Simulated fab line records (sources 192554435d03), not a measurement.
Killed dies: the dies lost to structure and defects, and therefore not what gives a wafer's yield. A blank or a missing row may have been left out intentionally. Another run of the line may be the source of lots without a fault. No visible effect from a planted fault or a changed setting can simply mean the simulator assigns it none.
The tool behind it: which one? || flow n5Finfet || 26 wafers from 11 lots sampled at 6 of the route's 1938 steps

## WHAT EACH GAUGE READ, for each wafer
N5_BEOL_M0_SAQP_CD_MEAS_25: target cd 13.1 nm.
{"lot": "L352", "measured": "day 7 04:06", "on": "cdSem-02", "cdNm (nm)": "12.50 12.66 12.51"}
{"lot": "L353", "measured": "day 7 04:15", "on": "cdSem-01", "cdNm (nm)": "12.84 12.89 12.60"}
{"lot": "L355", "measured": "day 7 04:25", "on": "cdSem-03", "cdNm (nm)": "12.85 12.83 13.05"}
{"lot": "L356", "measured": "day 7 05:09", "on": "cdSem-01", "cdNm (nm)": "12.76 12.77"}
{"lot": "L357", "measured": "day 7 05:05", "on": "cdSem-03", "cdNm (nm)": "12.67 12.88"}
{"lot": "L360", "measured": "day 7 22:49", "on": "cdSem-02", "cdNm (nm)": "15.63 15.70 13.02"}
{"lot": "L361", "measured": "day 8 01:51", "on": "cdSem-02", "cdNm (nm)": 15.34}
{"lot": "L368", "measured": "day 9 22:09", "on": "cdSem-03", "cdNm (nm)": "12.85 12.97"}
{"lot": "L370", "measured": "day 10 10:18", "on": "cdSem-01", "cdNm (nm)": "12.86 13.01"}
{"lot": "L371", "measured": "day 10 16:20", "on": "cdSem-01", "cdNm (nm)": "13.12 13.28"}
{"lot": "L373", "measured": "day 11 03:00", "on": "cdSem-01", "cdNm (nm)": "12.72 12.31 13.05"}

N5_BEOL_M4_RC_MEAS_101.
{"lot": "L352", "measured": "day 9 12:35", "on": "prober-02", "DIBL_N (mV/V)": "34.3 35.7 33.8", "DIBL_P (mV/V)": "32.1 34.3 31.4", "IOFF_N (nA/um)": "0.130 0.156 0.123", "IOFF_P (nA/um)": "0.17 0.20 0.16", "ION_N (uA/um)": "663 696 671", "ION_P (uA/um)": "456 474 462", "SS_N (mV/dec)": "71.3 71.2 71.0", "SS_P (mV/dec)": "73.1 72.7 72.7", "VT_N (mV)": "250 248 254", "VT_P (mV)": "-252.0 -251.6 -250.1"}
{"lot": "L353", "measured": "day 9 13:21", "on": "prober-01", "DIBL_N (mV/V)": "33.6 34.8 35.2", "DIBL_P (mV/V)": "31.9 34.4 33.7", "IOFF_N (nA/um)": "0.105 0.125 0.122", "IOFF_P (nA/um)": "0.15 0.18 0.17", "ION_N (uA/um)": "636 660 650", "ION_P (uA/um)": "438 452 452", "SS_N (mV/dec)": "70.7 70.5 70.6", "SS_P (mV/dec)": "72.2 73.2 72.0", "VT_N (mV)": "258 251 254", "VT_P (mV)": "-257.1 -251.7 -253.8"}
{"lot": "L355", "measured": "day 11 04:55", "on": "prober-01", "DIBL_N (mV/V)": "33.9 31.4 32.5", "DIBL_P (mV/V)": "34.3 32.1 33.4", "IOFF_N (nA/um)": "0.132 0.109 0.121", "IOFF_P (nA/um)": "0.17 0.15 0.16", "ION_N (uA/um)": "655 667 668", "ION_P (uA/um)": "446 453 458", "SS_N (mV/dec)": "70.6 70.2 70.2", "SS_P (mV/dec)": "72.2 71.5 72.0", "VT_N (mV)": "255 253 252", "VT_P (mV)": "-254.2 -253.2 -253.3"}
{"lot": "L356", "measured": "day 9 14:41", "on": "prober-02", "DIBL_N (mV/V)": "35.8 36.6", "DIBL_P (mV/V)": "35.7 36.2", "IOFF_N (nA/um)": "0.130 0.139", "IOFF_P (nA/um)": "0.19 0.19", "ION_N (uA/um)": "668 668", "ION_P (uA/um)": "468 458", "SS_N (mV/dec)": "71.9 72.6", "SS_P (mV/dec)": "73.4 73.5", "VT_N (mV)": "254 254", "VT_P (mV)": "-254.1 -254.3"}
{"lot": "L357", "measured": "day 9 20:40", "on": "prober-01", "DIBL_N (mV/V)": "34.9 35.0", "DIBL_P (mV/V)": "35.3 32.8", "IOFF_N (nA/um)": "0.137 0.124", "IOFF_P (nA/um)": "0.19 0.15", "ION_N (uA/um)": "666 633", "ION_P (uA/um)": "460 436", "SS_N (mV/dec)": "71.2 71.7", "SS_P (mV/dec)": "72.9 72.5", "VT_N (mV)": "252 254", "VT_P (mV)": "-252.1 -258.2"}
{"lot": "L360", "measured": "day 11 08:47", "on": "prober-01", "DIBL_N (mV/V)": 37.2, "DIBL_P (mV/V)": 38.8, "IOFF_N (nA/um)": 0.214, "IOFF_P (nA/um)": 0.31, "ION_N (uA/um)": 680, "ION_P (uA/um)": 473, "SS_N (mV/dec)": 72.0, "SS_P (mV/dec)": 74.6, "VT_N (mV)": 245, "VT_P (mV)": -244.7}
{"lot": "L368", "measured": "day 13 10:35", "on": "prober-02", "DIBL_N (mV/V)": "35.0 35.3", "DIBL_P (mV/V)": "32.2 33.1", "IOFF_N (nA/um)": "0.118 0.121", "IOFF_P (nA/um)": "0.14 0.15", "ION_N (uA/um)": "656 657", "ION_P (uA/um)": "448 449", "SS_N (mV/dec)": "70.8 71.0", "SS_P (mV/dec)": "72.2 72.8", "VT_N (mV)": "253 255", "VT_P (mV)": "-256.9 -253.0"}
{"lot": "L370", "measured": "day 13 12:05", "on": "prober-01", "DIBL_N (mV/V)": "36.7 35.3", "DIBL_P (mV/V)": "34.2 34.1", "IOFF_N (nA/um)": "0.147 0.133", "IOFF_P (nA/um)": "0.18 0.18", "ION_N (uA/um)": "655 682", "ION_P (uA/um)": "454 476", "SS_N (mV/dec)": "71.5 70.5", "SS_P (mV/dec)": "72.7 72.9", "VT_N (mV)": "252 252", "VT_P (mV)": "-250.2 -251.4"}
{"lot": "L371", "measured": "day 13 17:23", "on": "prober-02", "DIBL_N (mV/V)": "35.5 40.2", "DIBL_P (mV/V)": "34.2 40.5", "IOFF_N (nA/um)": "0.119 0.222", "IOFF_P (nA/um)": "0.18 0.30", "ION_N (uA/um)": "662 692", "ION_P (uA/um)": "458 475", "SS_N (mV/dec)": "70.5 72.3", "SS_P (mV/dec)": "72.3 73.4", "VT_N (mV)": "253 247", "VT_P (mV)": "-251.4 -244.4"}
{"lot": "L373", "measured": "day 14 10:01", "on": "prober-01", "DIBL_N (mV/V)": "37.0 36.2 34.6", "DIBL_P (mV/V)": "37.4 35.8 33.7", "IOFF_N (nA/um)": "0.156 0.144 0.120", "IOFF_P (nA/um)": "0.22 0.18 0.16", "ION_N (uA/um)": "677 680 668", "ION_P (uA/um)": "472 464 462", "SS_N (mV/dec)": "71.3 71.2 69.9", "SS_P (mV/dec)": "73.3 72.3 72.6", "VT_N (mV)": "250 251 254", "VT_P (mV)": "-251.2 -253.6 -252.9"}

## WHAT TOOL EACH LOT RAN ON (gives the tool, then ch and the chambers of the sampled wafers, and finally the start)
{"lot": "L352", "N5_BEOL_M0_SAQP_ILD_DEP_01": "pecvd-01 ch 0,1, day 7 00:40", "N5_BEOL_M0_SAQP_PECVD_96": "pecvd-04 ch 0,1,2, day 7 00:52", "N5_BEOL_M0_SAQP_SPACER1_ALD_98": "aldSin-04 ch 0,1, day 7 03:21", "N5_BEOL_M0_SAQP_SPACER1_ETCHBACK_99": "rieDiel-05 ch 0,1, day 7 03:54"}
{"lot": "L353", "N5_BEOL_M0_SAQP_ILD_DEP_01": "pecvd-02 ch 0,1,2, day 7 00:43", "N5_BEOL_M0_SAQP_PECVD_96": "pecvd-02 ch 0,2, day 7 00:55", "N5_BEOL_M0_SAQP_SPACER1_ALD_98": "aldSin-01 ch 0,1, day 7 03:34", "N5_BEOL_M0_SAQP_SPACER1_ETCHBACK_99": "rieDiel-05 ch 0,2,3, day 7 04:02"}
{"lot": "L355", "N5_BEOL_M0_SAQP_ILD_DEP_01": "pecvd-04 ch 0,2, day 7 01:02", "N5_BEOL_M0_SAQP_PECVD_96": "pecvd-02 ch 0,1,2, day 7 01:14", "N5_BEOL_M0_SAQP_SPACER1_ALD_98": "aldSin-02 ch 1,2,3, day 7 03:44", "N5_BEOL_M0_SAQP_SPACER1_ETCHBACK_99": "rieDiel-04 ch 1,2, day 7 04:13"}
{"lot": "L356", "N5_BEOL_M0_SAQP_ILD_DEP_01": "pecvd-04 ch 0,1, day 7 01:14", "N5_BEOL_M0_SAQP_PECVD_96": "pecvd-01 ch 0, day 7 01:27", "N5_BEOL_M0_SAQP_SPACER1_ALD_98": "aldSin-01 ch 1,2, day 7 04:14", "N5_BEOL_M0_SAQP_SPACER1_ETCHBACK_99": "rieDiel-05 ch 0,1, day 7 04:57"}
{"lot": "L357", "N5_BEOL_M0_SAQP_ILD_DEP_01": "pecvd-01 ch 0,1, day 7 01:16", "N5_BEOL_M0_SAQP_PECVD_96": "pecvd-02 ch 0,1, day 7 01:29", "N5_BEOL_M0_SAQP_SPACER1_ALD_98": "aldSin-02 ch 2, day 7 04:12", "N5_BEOL_M0_SAQP_SPACER1_ETCHBACK_99": "rieDiel-05 ch 1, day 7 04:53"}
{"lot": "L360", "N5_BEOL_M0_SAQP_ILD_DEP_01": "pecvd-02 ch 1,2, day 7 19:26", "N5_BEOL_M0_SAQP_PECVD_96": "pecvd-01 ch 1,2, day 7 19:57", "N5_BEOL_M0_SAQP_SPACER1_ALD_98": "aldSin-01 ch 0,3, day 7 22:08", "N5_BEOL_M0_SAQP_SPACER1_ETCHBACK_99": "rieDiel-05 ch 1,2, day 7 22:37"}
{"lot": "L361", "N5_BEOL_M0_SAQP_ILD_DEP_01": "pecvd-04 ch 2, day 7 22:28", "N5_BEOL_M0_SAQP_PECVD_96": "pecvd-04 ch 2, day 7 22:41", "N5_BEOL_M0_SAQP_SPACER1_ALD_98": "aldSin-01 ch 3, day 8 01:24", "N5_BEOL_M0_SAQP_SPACER1_ETCHBACK_99": "rieDiel-05 ch 1, day 8 01:41"}
{"lot": "L368", "N5_BEOL_M0_SAQP_ILD_DEP_01": "pecvd-04 ch 0,1, day 9 17:49", "N5_BEOL_M0_SAQP_PECVD_96": "pecvd-04 ch 1, day 9 19:58", "N5_BEOL_M0_SAQP_SPACER1_ALD_98": "aldSin-04 ch 0,1, day 9 21:29", "N5_BEOL_M0_SAQP_SPACER1_ETCHBACK_99": "rieDiel-02 ch 0,3, day 9 21:57"}
{"lot": "L370", "N5_BEOL_M0_SAQP_ILD_DEP_01": "pecvd-01 ch 0,1, day 10 06:03", "N5_BEOL_M0_SAQP_PECVD_96": "pecvd-04 ch 0,1, day 10 08:05", "N5_BEOL_M0_SAQP_SPACER1_ALD_98": "aldSin-02 ch 0,2, day 10 09:38", "N5_BEOL_M0_SAQP_SPACER1_ETCHBACK_99": "rieDiel-04 ch 0,1, day 10 10:06"}
{"lot": "L371", "N5_BEOL_M0_SAQP_ILD_DEP_01": "pecvd-01 ch 0,1, day 10 11:25", "N5_BEOL_M0_SAQP_PECVD_96": "pecvd-04 ch 2, day 10 14:07", "N5_BEOL_M0_SAQP_SPACER1_ALD_98": "aldSin-04 ch 0,2, day 10 15:40", "N5_BEOL_M0_SAQP_SPACER1_ETCHBACK_99": "rieDiel-02 ch 0,2, day 10 16:08"}
{"lot": "L373", "N5_BEOL_M0_SAQP_ILD_DEP_01": "pecvd-01 ch 0,1,2, day 11 00:10", "N5_BEOL_M0_SAQP_PECVD_96": "pecvd-02 ch 0,1,2, day 11 00:48", "N5_BEOL_M0_SAQP_SPACER1_ALD_98": "aldSin-04 ch 0,1, day 11 02:20", "N5_BEOL_M0_SAQP_SPACER1_ETCHBACK_99": "rieDiel-02 ch 0,2,3, day 11 02:48"}
- N5_BEOL_M0_SAQP_ILD_DEP_01: deposits SiOC from DEMS/O2, target thk 45.419 nm, time 8.7 s.
- N5_BEOL_M0_SAQP_PECVD_96: deposits a-Si from SiH4/He, target thk 45 nm, time 45.2 s.
- N5_BEOL_M0_SAQP_SPACER1_ALD_98: deposits SiO2, target thk 12.8 nm, pulse time 1 s, purge time 2 s.
- N5_BEOL_M0_SAQP_SPACER1_ETCHBACK_99: etches SiO2 in CHF3/O2, target depth 15.4 nm, time 7.7 s.

## WHAT THE TOOLS THEMSELVES READ (means of the sampled wafers that have a number; where no wafer has one, the mark that the record gives instead)
N5_BEOL_M0_SAQP_ILD_DEP_01.
{"lot": "L352", "tool": "pecvd-01", "heaterPowerW (W)": 445, "showerheadPlenumPTorr (Torr)": 5.675, "throttleValvePct (%)": 12.1}
{"lot": "L353", "tool": "pecvd-02", "heaterPowerW (W)": 440, "showerheadPlenumPTorr (Torr)": 5.695, "throttleValvePct (%)": 11.7}
{"lot": "L355", "tool": "pecvd-04", "heaterPowerW (W)": 533, "showerheadPlenumPTorr (Torr)": 5.708, "throttleValvePct (%)": 11.8}
{"lot": "L356", "tool": "pecvd-04", "heaterPowerW (W)": 588, "showerheadPlenumPTorr (Torr)": 5.695, "throttleValvePct (%)": 11.7}
{"lot": "L357", "tool": "pecvd-01", "heaterPowerW (W)": 406, "showerheadPlenumPTorr (Torr)": 5.674, "throttleValvePct (%)": 12.1}
{"lot": "L360", "tool": "pecvd-02", "heaterPowerW (W)": 476, "showerheadPlenumPTorr (Torr)": 5.698, "throttleValvePct (%)": 11.7}
{"lot": "L361", "tool": "pecvd-04", "heaterPowerW (W)": 452, "showerheadPlenumPTorr (Torr)": 5.695, "throttleValvePct (%)": 11.5}
{"lot": "L368", "tool": "pecvd-04", "heaterPowerW (W)": 573, "showerheadPlenumPTorr (Torr)": 5.695, "throttleValvePct (%)": 11.8}
{"lot": "L370", "tool": "pecvd-01", "heaterPowerW (W)": 426, "showerheadPlenumPTorr (Torr)": 5.676, "throttleValvePct (%)": 12.2}
{"lot": "L371", "tool": "pecvd-01", "heaterPowerW (W)": 382, "showerheadPlenumPTorr (Torr)": 5.671, "throttleValvePct (%)": 11.9}
{"lot": "L373", "tool": "pecvd-01", "heaterPowerW (W)": 430, "showerheadPlenumPTorr (Torr)": 5.669, "throttleValvePct (%)": 11.7}

N5_BEOL_M0_SAQP_PECVD_96.
{"lot": "L352", "tool": "pecvd-04", "heaterPowerW (W)": 721, "showerheadPlenumPTorr (Torr)": 5.67, "throttleValvePct (%)": 17.7}
{"lot": "L353", "tool": "pecvd-02", "heaterPowerW (W)": 550, "showerheadPlenumPTorr (Torr)": 5.69, "throttleValvePct (%)": 17.8}
{"lot": "L355", "tool": "pecvd-02", "heaterPowerW (W)": 590, "showerheadPlenumPTorr (Torr)": 5.67, "throttleValvePct (%)": 18.1}
{"lot": "L356", "tool": "pecvd-01", "heaterPowerW (W)": 605, "showerheadPlenumPTorr (Torr)": 5.56, "throttleValvePct (%)": 18.0}
{"lot": "L357", "tool": "pecvd-02", "heaterPowerW (W)": 630, "showerheadPlenumPTorr (Torr)": 5.66, "throttleValvePct (%)": 18.1}
{"lot": "L360", "tool": "pecvd-01", "heaterPowerW (W)": 580, "showerheadPlenumPTorr (Torr)": 5.63, "throttleValvePct (%)": 19.1}
{"lot": "L361", "tool": "pecvd-04", "heaterPowerW (W)": 547, "showerheadPlenumPTorr (Torr)": 5.71, "throttleValvePct (%)": 17.4}
{"lot": "L368", "tool": "pecvd-04", "heaterPowerW (W)": 660, "showerheadPlenumPTorr (Torr)": 5.59, "throttleValvePct (%)": 17.4}
{"lot": "L370", "tool": "pecvd-04", "heaterPowerW (W)": 738, "showerheadPlenumPTorr (Torr)": 5.67, "throttleValvePct (%)": 17.9}
{"lot": "L371", "tool": "pecvd-04", "heaterPowerW (W)": 574, "showerheadPlenumPTorr (Torr)": 5.70, "throttleValvePct (%)": 17.4}
{"lot": "L373", "tool": "pecvd-02", "heaterPowerW (W)": 624, "showerheadPlenumPTorr (Torr)": 5.69, "throttleValvePct (%)": 18.2}

N5_BEOL_M0_SAQP_SPACER1_ALD_98.
{"lot": "L352", "tool": "aldSin-04", "heaterPowerW (W)": 405, "precursorPulseHeightRel": 1.010}
{"lot": "L353", "tool": "aldSin-01", "heaterPowerW (W)": 477, "precursorPulseHeightRel": 0.992}
{"lot": "L355", "tool": "aldSin-02", "heaterPowerW (W)": 480, "precursorPulseHeightRel": 0.993}
{"lot": "L356", "tool": "aldSin-01", "heaterPowerW (W)": 476, "precursorPulseHeightRel": 0.994}
{"lot": "L357", "tool": "aldSin-02", "heaterPowerW (W)": 481, "precursorPulseHeightRel": 0.978}
{"lot": "L360", "tool": "aldSin-01", "heaterPowerW (W)": 524, "precursorPulseHeightRel": 0.999}
{"lot": "L361", "tool": "aldSin-01", "heaterPowerW (W)": 565, "precursorPulseHeightRel": 1.002}
{"lot": "L368", "tool": "aldSin-04", "heaterPowerW (W)": 390, "precursorPulseHeightRel": 1.007}
{"lot": "L370", "tool": "aldSin-02", "heaterPowerW (W)": 457, "precursorPulseHeightRel": 1.012}
{"lot": "L371", "tool": "aldSin-04", "heaterPowerW (W)": 428, "precursorPulseHeightRel": 0.982}
{"lot": "L373", "tool": "aldSin-04", "heaterPowerW (W)": 393, "precursorPulseHeightRel": 0.977}

N5_BEOL_M0_SAQP_SPACER1_ETCHBACK_99.
{"lot": "L352", "tool": "rieDiel-05", "drypumpMotorCurrentA (A)": 5.2, "oesProductAu (a.u.)": 0.78, "rfVppV (V)": 529, "showerheadPlenumPTorr (Torr)": 2.43, "throttleValvePct (%)": 18.79}
{"lot": "L353", "tool": "rieDiel-05", "drypumpMotorCurrentA (A)": 5.8, "oesProductAu (a.u.)": 0.71, "rfVppV (V)": 526, "showerheadPlenumPTorr (Torr)": 2.37, "throttleValvePct (%)": 18.95}
{"lot": "L355", "tool": "rieDiel-04", "drypumpMotorCurrentA (A)": 5.8, "oesProductAu (a.u.)": 0.70, "rfVppV (V)": 524, "showerheadPlenumPTorr (Torr)": 2.43, "throttleValvePct (%)": 18.91}
{"lot": "L356", "tool": "rieDiel-05", "drypumpMotorCurrentA (A)": 5.2, "oesProductAu (a.u.)": 0.81, "rfVppV (V)": 528, "showerheadPlenumPTorr (Torr)": 2.44, "throttleValvePct (%)": 18.74}
{"lot": "L357", "tool": "rieDiel-05", "drypumpMotorCurrentA (A)": 5.1, "oesProductAu (a.u.)": 0.88, "rfVppV (V)": 523, "showerheadPlenumPTorr (Torr)": 2.46, "throttleValvePct (%)": 18.65}
{"lot": "L360", "tool": "rieDiel-05", "drypumpMotorCurrentA (A)": 5.4, "oesProductAu (a.u.)": 0.82, "rfVppV (V)": 521, "showerheadPlenumPTorr (Torr)": 2.43, "throttleValvePct (%)": 18.67}
{"lot": "L361", "tool": "rieDiel-05", "drypumpMotorCurrentA (A)": 5.1, "oesProductAu (a.u.)": 0.85, "rfVppV (V)": 523, "showerheadPlenumPTorr (Torr)": 2.45, "throttleValvePct (%)": 18.68}
{"lot": "L368", "tool": "rieDiel-02", "drypumpMotorCurrentA (A)": 5.4, "oesProductAu (a.u.)": 0.84, "rfVppV (V)": 528, "showerheadPlenumPTorr (Torr)": 2.32, "throttleValvePct (%)": 18.89}
{"lot": "L370", "tool": "rieDiel-04", "drypumpMotorCurrentA (A)": 5.8, "oesProductAu (a.u.)": 0.71, "rfVppV (V)": 530, "showerheadPlenumPTorr (Torr)": 2.45, "throttleValvePct (%)": 19.08}
{"lot": "L371", "tool": "rieDiel-02", "drypumpMotorCurrentA (A)": 5.5, "oesProductAu (a.u.)": 0.83, "rfVppV (V)": 528, "showerheadPlenumPTorr (Torr)": 2.38, "throttleValvePct (%)": 18.73}
{"lot": "L373", "tool": "rieDiel-02", "drypumpMotorCurrentA (A)": 5.5, "oesProductAu (a.u.)": 0.86, "rfVppV (V)": 528, "showerheadPlenumPTorr (Torr)": 2.37, "throttleValvePct (%)": 18.80}

## THE ANSWER, worked out from the rows above alone
Rule: usual is defined by the lots themselves. Put in order of their means at a reading, lots are off if they are a third of the lots or fewer, leave a main group of 4 or more, and stand apart from it by a gap of 3 or more times the standard deviation of the main group's means; of several such gaps the widest counts. A main group whose means are all the same, to the digits that the tables above print for the reading, isn't used. Also off: a lot with no number at a reading for which 4 or more lots have one. All remaining lots with rows at the step are treated as sound. After the gauges, taken in route order, come the tools' own readings; for these a lot's mean is taken, as printed above. At the first step where some lot is off, the reading lying furthest off is the one used; lots without a number count as furthest.
Off: L360, L361, at N5_BEOL_M0_SAQP_CD_MEAS_25 (cdNm). The main group has a mean of 12.84 nm with a standard deviation of 0.17.
A tool fits if, at a process step before that reading, it ran every lot that is off, and no sound lot after the first of them. Gauges at N5_BEOL_M0_SAQP_CD_MEAS_25: tried the same way as those tools. Can't be told from this: 3 tools fit, aldSin-01 at N5_BEOL_M0_SAQP_SPACER1_ALD_98, rieDiel-05 at N5_BEOL_M0_SAQP_SPACER1_ETCHBACK_99, cdSem-02 at N5_BEOL_M0_SAQP_CD_MEAS_25.

## WHAT THE SIMULATOR PUT IN
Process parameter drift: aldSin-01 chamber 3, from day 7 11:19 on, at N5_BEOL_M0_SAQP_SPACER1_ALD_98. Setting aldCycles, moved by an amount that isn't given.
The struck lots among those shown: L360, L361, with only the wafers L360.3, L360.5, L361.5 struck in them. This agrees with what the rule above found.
